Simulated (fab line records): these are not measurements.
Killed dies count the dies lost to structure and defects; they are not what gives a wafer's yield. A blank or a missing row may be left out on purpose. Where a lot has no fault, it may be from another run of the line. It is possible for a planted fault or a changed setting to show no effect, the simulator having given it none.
Which tool is to blame? + flow n5_finfet + 8 lots, 24 wafers sampled, at 6 steps of a route of 1938

WHAT THE GAUGES READ, wafer by wafer
N5_GATE_CUT_THK_MEAS_24.
| lot  | measured     | on            | GC_FILL_THK (nm)  |
|------|--------------|---------------|-------------------|
| L671 | day 5 03:46  | film_metro-01 | 132.6 131.6 132.0 |
| L672 | day 5 09:16  | film_metro-02 | 129.5 133.1 131.0 |
| L674 | day 5 21:23  | film_metro-01 | 220.4 219.3 223.1 |
| L685 | day 8 14:28  | film_metro-02 | 220.3 219.9 222.3 |
| L686 | day 9 00:13  | film_metro-02 | 219.6 218.9 222.7 |
| L687 | day 9 03:22  | film_metro-02 | 221.4 221.0 221.5 |
| L688 | day 9 10:58  | film_metro-02 | 218.6 216.6 220.6 |
| L692 | day 10 10:31 | film_metro-01 | 218.2 219.1 217.0 |

WHICH TOOL RAN EACH LOT (tool, then ch and the chambers of the sampled wafers, then the start)
| lot  | N5_GATE_CUT_ETCH_36                | N5_GATE_CUT_ETCH_37                | N5_GATE_CUT_STRIP_41               | N5_GATE_CUT_ALD_22               | N5_GATE_CUT_CMP_23            |
|------|------------------------------------|------------------------------------|------------------------------------|----------------------------------|-------------------------------|
| L671 | rie_diel-04 ch 1,2,3, day 5 01:04  | rie_diel-04 ch 1,2,3, day 5 01:05  | rie_diel-04 ch 1,2,3, day 5 01:14  | ald_sin-04 ch 0,1,3, day 5 01:51 | cmp-01 ch 0,1,3, day 5 03:33  |
| L672 | rie_diel-06 ch 0,1,2, day 5 06:36  | rie_diel-06 ch 0,1,2, day 5 06:37  | rie_diel-06 ch 0,1,2, day 5 06:46  | ald_sin-04 ch 0,2, day 5 07:28   | cmp-01 ch 1,2,3, day 5 09:00  |
| L674 | rie_diel-06 ch 0,1,3, day 5 18:49  | rie_diel-06 ch 0,1,3, day 5 18:50  | rie_diel-06 ch 0,1,3, day 5 18:59  | ald_sin-01 ch 0,1,3, day 5 19:35 | cmp-01 ch 0,1,3, day 5 21:05  |
| L685 | rie_diel-03 ch 1,2, day 8 11:53    | rie_diel-03 ch 1,2, day 8 11:55    | rie_diel-03 ch 1,2, day 8 12:04    | ald_sin-01 ch 0,2,3, day 8 12:41 | cmp-02 ch 0,3, day 8 14:13    |
| L686 | rie_diel-03 ch 1,2,3, day 8 21:38  | rie_diel-03 ch 1,2,3, day 8 21:40  | rie_diel-03 ch 1,2,3, day 8 21:49  | ald_sin-04 ch 1,2, day 8 22:26   | cmp-01 ch 0,1,2, day 9 00:02  |
| L687 | rie_diel-06 ch 0,1,3, day 9 00:48  | rie_diel-06 ch 0,1,3, day 9 00:49  | rie_diel-06 ch 0,1,3, day 9 00:58  | ald_sin-04 ch 0,3, day 9 01:35   | cmp-04 ch 0,1,3, day 9 03:09  |
| L688 | rie_diel-04 ch 1,2,3, day 9 08:00  | rie_diel-04 ch 1,2,3, day 9 08:02  | rie_diel-04 ch 1,2,3, day 9 08:10  | ald_sin-01 ch 2,3, day 9 09:04   | cmp-04 ch 0,1,3, day 9 10:40  |
| L692 | rie_diel-04 ch 1,2,3, day 10 07:57 | rie_diel-04 ch 1,2,3, day 10 07:59 | rie_diel-04 ch 1,2,3, day 10 08:07 | ald_sin-04 ch 2,3, day 10 08:44  | cmp-02 ch 0,2,3, day 10 10:18 |
- N5_GATE_CUT_ETCH_36: etches SiARC in CF4, target depth 13 nm, time 21.7 s.
- N5_GATE_CUT_ETCH_37: etches SOC in N2/H2, target depth 60 nm, overetch 12 nm, time 90 s.
- N5_GATE_CUT_STRIP_41: strips in CF4.
- N5_GATE_CUT_ALD_22: deposits SiNx, target thk 16 nm, pulse time 1 s, ald cycles 320.
- N5_GATE_CUT_CMP_23: polishes, stops on SiO2, t overpolish 23.4 s, target thk 16 nm.

THE ANSWER, worked out from the rows above alone
Rule: the lots themselves supply what counts as usual. Put in order of their means at a reading, lots are off if they are a third of the lots or fewer, leave a main group of 4 or more, and stand apart from it by a gap of 3 or more times the standard deviation of the main group's means; of several such gaps the widest counts. A main group is skipped when, at the precision printed for the reading in the tables above, its means are all equal. A lot without any number at a reading at which 4 lots or more have one is off too. The other lots that the step has rows for count as sound.
Off: L671, L672, seen at N5_GATE_CUT_THK_MEAS_24 (GC_FILL_THK). The main group: mean 220.0 nm, standard deviation 1.2.
A tool fits if, at a process step before that reading, it ran every lot that is off, and no sound lot after the first of them. Gauges at N5_GATE_CUT_THK_MEAS_24: tried the same way as those tools. Not one of the candidates tried fits.

WHAT THE SIMULATOR PUT IN
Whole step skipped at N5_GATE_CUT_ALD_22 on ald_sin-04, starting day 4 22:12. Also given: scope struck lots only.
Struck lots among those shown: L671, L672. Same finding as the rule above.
